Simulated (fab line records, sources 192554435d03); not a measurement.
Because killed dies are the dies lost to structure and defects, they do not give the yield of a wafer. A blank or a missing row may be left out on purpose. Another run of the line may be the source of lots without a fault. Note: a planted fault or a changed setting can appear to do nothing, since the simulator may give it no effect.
fab line records + flow n5-finfet
[record]
- lots = 7
- wafers = 39
route steps=1938 shown DUMMY_GATE@246 GATE_CUT@501 MOL_CONTACT_COAG@538
start-h: start of the lot's first displayed wafer, in hours after the record's first day + wait-h: hours from the lot's prior step to this one + " identical to the entry in the row above + L1.1+2: a single row standing in for several wafers + - value missing, or start not given + * or withheld: withheld + < > ~ a bound
route shown NAME@n: NAME is a module with steps in the file, n the number in the route of the first one + usual: mean/standard deviation taken from wafers without a fault + same: alike in all rows + chamber/n: place in a boat + sites: each site's reading + _std_site: standard deviation of those values + _edge_site: mean of outer sites minus mean of inner sites + radius-mm: for every site, how far away it sits from the centre of the wafer + mask NAME#n: copy n + behind: the tool/chamber that last shaped the wafer + hold: why the lot was held/for how many hours/how that ended + device: names the non-switching transistor (n, p or np) + end of line: at the end of the route, the tests of the same wafers + step lacking rows: just its recipe + killed: dies lost to structure and defects at the first sort, not the wafer's yield + map: dies across one wafer; x = killed, . = not, _ = none there
set.NAME: the run value of the setting; set.NAME@STEP: its run value at that earlier step + model.NAME: the simulator's own value behind a step, which no gauge read
lots with deliberately changed settings; one table per step, one row per wafer
[[steps]]
[step N5_DUMMY_GATE_ETCH_32]
[recipe]
- chemistry = CF4
- target = SiO2
- target-depth-a = 35
- time-s = 3.9
- ion-energy-ev = 350
- pressure-mtorr = 10
- icp-w = 800
- bias-w = 400
- cf4-flow-sccm = 80
| lot.wafer | tool      | chamber | start-h | wait-h | set.time-s | model.etch.depth-nm |
|-----------|-----------|---------|---------|--------|------------|---------------------|
| L078.1    | rie-si-05 | 3       | 72.62   | 0.1    | 3.9        | 3.588               |
| L078.2    | "         | 2       | "       | "      | 3.9        | 3.468               |
| L078.3    | "         | 1       | "       | "      | 3.9        | 3.486               |
| L078.4    | "         | 0       | "       | "      | 3.9        | 3.591               |
| L078.5    | "         | 0       | "       | "      | 3.9        | 3.574               |
| L078.6    | "         | 1       | "       | "      | 3.9        | 3.509               |
| L080.1    | rie-si-02 | 0       | 84.39   | 0.1    | 4.337      | 3.85                |
| L080.2    | "         | 1       | "       | "      | 3.9        | 3.498               |
| L080.3    | "         | 2       | "       | "      | 3.9        | 3.539               |
| L080.4    | "         | 3       | "       | "      | 3.9        | 3.531               |
| L080.5    | "         | 2       | "       | "      | 4.337      | 3.905               |
| L080.6    | "         | 1       | "       | "      | 4.337      | 3.87                |
| L082.1    | rie-si-05 | 3       | 97.05   | 0.1    | 4.492      | 4.152               |
| L082.2    | "         | 1       | "       | "      | 4.492      | 4.02                |
| L082.3    | "         | 2       | "       | "      | 3.9        | 3.456               |
| L082.4    | "         | 0       | "       | "      | 4.492      | 4.139               |
| L082.5    | "         | 3       | "       | "      | 3.9        | 3.615               |
| L082.6    | "         | 0       | "       | "      | 3.9        | 3.59                |
| L083.1    | rie-si-04 | 0       | 102.12  | 0.1    | 3.9        | 3.444               |
| L083.2    | "         | 1       | "       | "      | 3.9        | 3.516               |
| L083.3    | "         | 3       | "       | "      | 4.833      | 4.345               |
| L083.4    | "         | 2       | "       | "      | 4.833      | 4.306               |
| L083.5    | "         | 1       | "       | "      | 4.833      | 4.4                 |
| L083.6    | "         | 0       | "       | "      | 3.9        | 3.438               |
| L086.1    | rie-si-05 | 2       | 121.06  | 0.1    | 3.49       | 3.061               |
| L086.2    | "         | 1       | "       | "      | 3.49       | 3.147               |
| L086.3    | "         | 3       | "       | "      | 3.9        | 3.546               |
| L086.4    | "         | 0       | "       | "      | 3.9        | 3.502               |
| L086.5    | "         | 3       | "       | "      | 3.49       | 3.17                |
| L086.6    | "         | 0       | "       | "      | 3.9        | 3.527               |
| L087.1    | rie-si-02 | 1       | 127.07  | 0.1    | 3.9        | 3.437               |
| L087.2    | "         | 2       | "       | "      | 3.083      | 2.763               |
| L087.3    | "         | 0       | "       | "      | 3.9        | 3.415               |
| L087.4    | "         | 3       | "       | "      | 3.9        | 3.466               |
| L087.5    | "         | 1       | "       | "      | 3.083      | 2.716               |
| L087.6    | "         | 0       | "       | "      | 3.083      | 2.693               |
| L093.1    | rie-si-02 | 1       | 163.50  | 0.1    | 3.9        | 3.478               |
| L093.5    | "         | 0       | "       | "      | 3.9        | 3.458               |
| L093.6    | "         | 3       | "       | "      | 3.9        | 3.54                |
[step N5_DUMMY_GATE_ETCH_44]
[recipe]
- chemistry = HBr/O2
- over-etch-frac = 0.7
- target-depth-a = 1275
- stop-on = SiO2
- ion-energy-ev = 60
- bias-w = 20
- target = poly-Si
- mask-material = SiO2
- pressure-mtorr = 20
- icp-w = 400
- HBr_flow_sccm = 120
- O2_flow_sccm = 10
[usual]
- oes-product-au = 0.726/0.0091
| lot.wafer | tool      | chamber | start-h | wait-h | set.target-depth-a | oes-product-au |
|-----------|-----------|---------|---------|--------|--------------------|----------------|
| L078.1    | rie-si-05 | 3       | 72.71   | 0.0    | 1275               | 0.739          |
| L078.2    | "         | 2       | "       | "      | 1161               | 0.757          |
| L078.3    | "         | 1       | "       | "      | 1275               | 0.730          |
| L078.4    | "         | 0       | "       | "      | 1161               | 0.760          |
| L078.5    | "         | 0       | "       | "      | 1275               | 0.727          |
| L078.6    | "         | 1       | "       | "      | 1161               | 0.764          |
| L080.1    | rie-si-02 | 0       | 84.48   | 0.0    | 1275               | 0.724          |
| L080.2    | "         | 1       | "       | "      | 1275               | 0.732          |
| L080.3    | "         | 2       | "       | "      | 1131               | 0.795          |
| L080.4    | "         | 3       | "       | "      | 1131               | 0.767          |
| L080.5    | "         | 2       | "       | "      | 1275               | 0.743          |
| L080.6    | "         | 1       | "       | "      | 1131               | 0.779          |
| L082.1    | rie-si-05 | 3       | 97.14   | 0.0    | 1275               | 0.734          |
| L082.2    | "         | 1       | "       | "      | 1275               | 0.729          |
| L082.3    | "         | 2       | "       | "      | 1233               | 0.747          |
| L082.4    | "         | 0       | "       | "      | 1233               | 0.746          |
| L082.5    | "         | 3       | "       | "      | 1233               | 0.754          |
| L082.6    | "         | 0       | "       | "      | 1275               | 0.730          |
| L083.1    | rie-si-04 | 0       | 102.21  | 0.0    | 1275               | 0.710          |
| L083.2    | "         | 1       | "       | "      | 1275               | 0.719          |
| L083.3    | "         | 3       | "       | "      | 1275               | 0.720          |
| L083.4    | "         | 2       | "       | "      | 1275               | 0.727          |
| L083.5    | "         | 1       | "       | "      | 1275               | 0.728          |
| L083.6    | "         | 0       | "       | "      | 1275               | 0.705          |
| L086.1    | rie-si-05 | 2       | 121.15  | 0.0    | 1148               | 0.759          |
| L086.2    | "         | 1       | "       | "      | 1275               | 0.723          |
| L086.3    | "         | 3       | "       | "      | 1148               | 0.760          |
| L086.4    | "         | 0       | "       | "      | 1275               | 0.719          |
| L086.5    | "         | 3       | "       | "      | 1275               | 0.739          |
| L086.6    | "         | 0       | "       | "      | 1148               | 0.758          |
| L087.1    | rie-si-02 | 1       | 127.16  | 0.0    | 1275               | 0.719          |
| L087.2    | "         | 2       | "       | "      | 1216               | 0.750          |
| L087.3    | "         | 0       | "       | "      | 1216               | 0.737          |
| L087.4    | "         | 3       | "       | "      | 1216               | 0.742          |
| L087.5    | "         | 1       | "       | "      | 1275               | 0.725          |
| L087.6    | "         | 0       | "       | "      | 1275               | 0.711          |
| L093.1    | rie-si-02 | 1       | 163.59  | 0.0    | 1275               | 0.723          |
| L093.5    | "         | 0       | "       | "      | 1275               | 0.714          |
| L093.6    | "         | 3       | "       | "      | 1275               | 0.711          |
[step N5_GATE_CUT_CUT_ETCH_54]
[recipe]
- chemistry = Cl2/BCl3
- target = TiN
- mask-material = SiO2
- target-depth-a = 967
- pressure-mtorr = 10
- icp-w = 1000
- bias-w = 126
- Cl2_flow_sccm = 53.25
- bcl3-flow-sccm = 21.75
- Ar_flow_sccm = 25
- ends = cleared
[usual]
- etch-rf-on-time-s = 36.9/0.53
| lot.wafer | tool         | chamber | start-h | wait-h | set.icp-w | etch-rf-on-time-s |
|-----------|--------------|---------|---------|--------|-----------|-------------------|
| L078.1    | rie-metal-02 | 1       | 109.06  | 0.0    | 1000      | 36.9              |
| L078.2    | "            | 0       | "       | "      | 1000      | 37.1              |
| L078.3    | "            | 0       | "       | "      | 1000      | 37.3              |
| L078.4    | "            | 1       | "       | "      | 1000      | 36.8              |
| L078.5    | "            | 0       | "       | "      | 1000      | 37.3              |
| L078.6    | "            | 1       | "       | "      | 1000      | 37.2              |
| L080.1    | rie-metal-01 | 1       | 123.68  | 0.0    | 1000      | 36.7              |
| L080.2    | "            | 0       | "       | "      | 1000      | 36.5              |
| L080.3    | "            | 1       | "       | "      | 1000      | 36.9              |
| L080.4    | "            | 0       | "       | "      | 1000      | 36.6              |
| L080.5    | "            | 0       | "       | "      | 1000      | 36.5              |
| L080.6    | "            | 1       | "       | "      | 1000      | 36.6              |
| L082.1    | rie-metal-03 | 0       | 132.79  | 0.0    | 852.3     | 42.7              |
| L082.2    | "            | 1       | "       | "      | 1000      | 35.3              |
| L082.3    | "            | 1       | "       | "      | 1000      | 35.5              |
| L082.4    | "            | 0       | "       | "      | 1000      | 37.2              |
| L082.5    | "            | 0       | "       | "      | 852.3     | 42.8              |
| L082.6    | "            | 1       | "       | "      | 852.3     | 40.7              |
| L083.1    | rie-metal-02 | 1       | 141.09  | 0.0    | 1161      | 32.2              |
| L083.2    | "            | 0       | "       | "      | 1161      | 32.6              |
| L083.3    | "            | 1       | "       | "      | 1161      | 32.3              |
| L083.4    | "            | 0       | "       | "      | 1000      | 37.2              |
| L083.5    | "            | 0       | "       | "      | 1000      | 36.9              |
| L083.6    | "            | 1       | "       | "      | 1000      | 36.4              |
| L086.1    | rie-metal-03 | 0       | 158.45  | 0.0    | 1182      | 32.0              |
| L086.2    | "            | 1       | "       | "      | 1182      | 30.9              |
| L086.3    | "            | 1       | "       | "      | 1182      | 30.8              |
| L086.4    | "            | 0       | "       | "      | 1000      | 37.0              |
| L086.5    | "            | 0       | "       | "      | 1000      | 37.0              |
| L086.6    | "            | 1       | "       | "      | 1000      | 35.6              |
| L087.1    | rie-metal-01 | 0       | 164.36  | 0.0    | 1000      | 37.2              |
| L087.2    | "            | 1       | "       | "      | 1000      | 37.1              |
| L087.3    | "            | 1       | "       | "      | 1000      | 37.4              |
| L087.4    | "            | 0       | "       | "      | 1000      | 37.2              |
| L087.5    | "            | 1       | "       | "      | 1000      | 37.2              |
| L087.6    | "            | 0       | "       | "      | 1000      | 37.2              |
| L093.1    | rie-metal-02 | 1       | 200.41  | 0.0    | 1000      | 37.0              |
| L093.5    | "            | 0       | "       | "      | 1000      | 37.1              |
| L093.6    | "            | 1       | "       | "      | 1000      | 36.7              |
[step N5_MOL_CONTACT_COAG_ETCH_110]
[recipe]
- chemistry = CF4/O2
- target = Si
- target-depth-a = 25
- time-s = 8
- pressure-mtorr = 100
- source-w = 200
- bias-w = 12
- ion-energy-ev = 60
- Ar_flow_sccm = 100
- cf4-flow-sccm = 100
- O2_flow_sccm = 10
[usual]
- rf-vpp-V = 128.2/1.2
| lot.wafer | tool        | chamber | start-h | wait-h | set.source-w | rf-vpp-V | model.etch.depth-nm |
|-----------|-------------|---------|---------|--------|--------------|----------|---------------------|
| L078.1    | rie-diel-06 | 0       | 113.21  | 0.0    | 213.6        | 120.9    | 2.589               |
| L078.2    | "           | 2       | "       | "      | 200          | 129.4    | 2.531               |
| L078.3    | "           | 3       | "       | "      | 213.6        | 123.5    | 2.657               |
| L078.4    | "           | 0       | "       | "      | 200          | 127.3    | 2.47                |
| L078.5    | "           | 3       | "       | "      | 200          | 128.8    | 2.513               |
| L078.6    | "           | 2       | "       | "      | 213.6        | 123.1    | 2.633               |
| L080.1    | rie-diel-06 | 1       | 127.29  | 0.0    | 167          | 144.3    | 2.176               |
| L080.2    | "           | 0       | "       | "      | 167          | 142.0    | 2.106               |
| L080.3    | "           | 2       | "       | "      | 200          | 128.3    | 2.503               |
| L080.4    | "           | 3       | "       | "      | 167          | 143.3    | 2.139               |
| L080.5    | "           | 1       | "       | "      | 200          | 128.0    | 2.532               |
| L080.6    | "           | 0       | "       | "      | 200          | 128.2    | 2.465               |
| L082.1    | rie-diel-06 | 2       | 136.80  | 0.0    | 200          | 130.3    | 2.502               |
| L082.2    | "           | 1       | "       | "      | 200          | 128.5    | 2.524               |
| L082.3    | "           | 0       | "       | "      | 210.1        | 123.9    | 2.561               |
| L082.4    | "           | 3       | "       | "      | 210.1        | 125.6    | 2.624               |
| L082.5    | "           | 1       | "       | "      | 200          | 130.4    | 2.537               |
| L082.6    | "           | 2       | "       | "      | 210.1        | 124.2    | 2.599               |
| L083.1    | rie-diel-05 | 1       | 144.92  | 0.0    | 200          | 128.4    | 2.445               |
| L083.2    | "           | 0       | "       | "      | 200          | 126.9    | 2.482               |
| L083.3    | "           | 2       | "       | "      | 200          | 130.3    | 2.413               |
| L083.4    | "           | 3       | "       | "      | 200          | 128.4    | 2.518               |
| L083.5    | "           | 3       | "       | "      | 200          | 129.9    | 2.511               |
| L083.6    | "           | 0       | "       | "      | 200          | 127.0    | 2.492               |
| L086.1    | rie-diel-05 | 0       | 162.18  | 0.0    | 200          | 125.8    | 2.474               |
| L086.2    | "           | 1       | "       | "      | 200          | 128.2    | 2.437               |
| L086.3    | "           | 2       | "       | "      | 184.6        | 135.3    | 2.27                |
| L086.4    | "           | 3       | "       | "      | 200          | 128.9    | 2.507               |
| L086.5    | "           | 3       | "       | "      | 184.6        | 135.8    | 2.354               |
| L086.6    | "           | 2       | "       | "      | 184.6        | 137.6    | 2.258               |
| L087.1    | rie-diel-05 | 0       | 168.19  | 0.0    | 200          | 126.6    | 2.453               |
| L087.2    | "           | 2       | "       | "      | 200          | 130.6    | 2.392               |
| L087.3    | "           | 3       | "       | "      | 200          | 127.4    | 2.492               |
| L087.4    | "           | 0       | "       | "      | 200          | 126.5    | 2.479               |
| L087.5    | "           | 2       | "       | "      | 200          | 129.3    | 2.409               |
| L087.6    | "           | 3       | "       | "      | 200          | 126.9    | 2.505               |
| L093.1    | rie-diel-06 | 1       | 204.27  | 0.0    | 200          | 127.3    | 2.535               |
| L093.5    | "           | 3       | "       | "      | 200          | 127.1    | 2.541               |
| L093.6    | "           | 2       | "       | "      | 200          | 129.0    | 2.509               |
[[key]]
[split]
- step = N5_DUMMY_GATE_ETCH_32
- setting = time-s
- stated = 3.9
- by = wafer
[response]
- step = N5_DUMMY_GATE_ETCH_32
- reading = model.etch.depth-nm
- change = +0.0356
- per = 1%
- r = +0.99
[split]
- step = N5_DUMMY_GATE_ETCH_44
- setting = target-depth-a
- stated = 1275
- by = wafer
[response]
- step = N5_DUMMY_GATE_ETCH_44
- reading = oes-product-au
- change = -0.00378
- per = 1%
- r = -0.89
[split]
- step = N5_GATE_CUT_CUT_ETCH_54
- setting = icp-w
- stated = 1000
- by = wafer
[response]
- step = N5_GATE_CUT_CUT_ETCH_54
- reading = etch-rf-on-time-s
- change = *
- per = 1%
- r = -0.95
[split]
- step = N5_MOL_CONTACT_COAG_ETCH_110
- setting = source-w
- stated = 200
- by = wafer
[response]
- step = N5_MOL_CONTACT_COAG_ETCH_110
- reading = rf-vpp-V
- change = -0.945
- per = 1%
- r = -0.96
[response]
- step = N5_MOL_CONTACT_COAG_ETCH_110
- reading = model.etch.depth-nm
- change = +0.0211
- per = 1%
- r = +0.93
